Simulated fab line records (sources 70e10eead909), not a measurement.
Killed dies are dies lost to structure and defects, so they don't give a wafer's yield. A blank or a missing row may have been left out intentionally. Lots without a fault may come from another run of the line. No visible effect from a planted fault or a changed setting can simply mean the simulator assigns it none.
Matching of chambers + flow nandHarc + NHARC_P_M2_STRIP_18 on rieDiel-07 has 4 sister chambers
The step strips in N2/H2. 4 wafers are shown with their chamber, then 8 later ones without.

## WAFERS PAIRED WITH THEIR CHAMBERS
| wafer  | chamber | drypumpMotorCurrentA (A) |
|--------|---------|--------------------------|
| L695.1 | 2       | 5.8                      |
| L697.2 | 3       | 6.3                      |
| L697.3 | 0       | 5.4                      |
| L701.2 | 1       | 6.6                      |

## WAFERS WHOSE CHAMBER IS MISSING
| wafer  | drypumpMotorCurrentA (A) |
|--------|--------------------------|
| L701.3 | 6.3                      |
| L701.5 | 5.8                      |
| L700.2 | 6.7                      |
| L700.3 | 5.4                      |
| L700.5 | 6.7                      |
| L706.1 | 6.7                      |
| L706.4 | 5.4                      |
| L706.6 | 6.6                      |

## THE CHAMBER EACH PASSED THROUGH
| wafer  | from the rows above | in truth |
|--------|---------------------|----------|
| L701.3 | 3                   | 3        |
| L701.5 | 2                   | 2        |
| L700.2 | 1                   | 1        |
| L700.3 | 0                   | 0        |
| L700.5 | 1                   | 1        |
| L706.1 | 1                   | 1        |
| L706.4 | 0                   | 0        |
| L706.6 | 1                   | 1        |
Placed correctly: 8 of 8. Not placeable from these rows: 0. Number placed wrongly: 0.
How it was worked out, from the rows above alone: a wafer's distance from a chamber is the root of the sum, over the readings, of the square of ((its reading less the chamber's mean) divided by the reading's scatter). If the next closest chamber is less than 2 further off than the closest, the wafer can't be placed; otherwise it belongs to the closest. A chamber's mean is the mean of its shown wafers. The scatter: root of mean squared gap, hidden wafer to nearest shown wafer, with one shown wafer a chamber.
